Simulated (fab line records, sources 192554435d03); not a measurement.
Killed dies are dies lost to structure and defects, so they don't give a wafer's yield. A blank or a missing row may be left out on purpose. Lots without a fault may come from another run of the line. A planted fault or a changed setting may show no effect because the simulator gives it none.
Chamber matching | flow n5_finfet | N5_BEOL_M0_SAQP_PECVD_04 on pecvd-03: 3 sister chambers
The step deposits a-Si from SiH4/He, target thk 60 nm, time 60.2 s. 3 wafers are shown with their chamber, then 7 later ones without.

WAFERS WITH THEIR CHAMBER
wafer  | chamber | showerhead_plenum_p_Torr (Torr)
L296.6 | 1       | 5.61
L300.2 | 0       | 5.62
L300.3 | 2       | 5.65

WAFERS WITHOUT THEIR CHAMBER
wafer  | showerhead_plenum_p_Torr (Torr)
L300.5 | 5.61
L305.2 | 5.61
L305.6 | 5.62
L307.2 | 5.59
L307.6 | 5.61
L310.1 | 5.62
L310.2 | 5.59

WHICH CHAMBER EACH WENT THROUGH
wafer  | from the rows above     | in truth
L300.5 | can't be placed: 1 or 0 | 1
L305.2 | can't be placed: 1 or 0 | 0
L305.6 | can't be placed: 0 or 1 | 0
L307.2 | can't be placed: 1 or 0 | 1
L307.6 | can't be placed: 1 or 0 | 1
L310.1 | can't be placed: 0 or 1 | 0
L310.2 | can't be placed: 1 or 0 | 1
Placed correctly: 0 of 7. Can't be placed from these rows: 7 (the true chamber is among the candidates in 7). Placed wrongly: 0.
How it was worked out, from the rows above alone: a wafer's distance from a chamber is the root of the sum, over the readings, of the square of ((its reading less the chamber's mean) divided by the reading's scatter). The wafer belongs to the nearest chamber; if the next one is less than 2 further off, it can't be placed. A chamber's mean is the mean of its shown wafers. The scatter: with one shown wafer a chamber, the root of the mean of the squares of how far each hidden wafer lies from its nearest shown one.
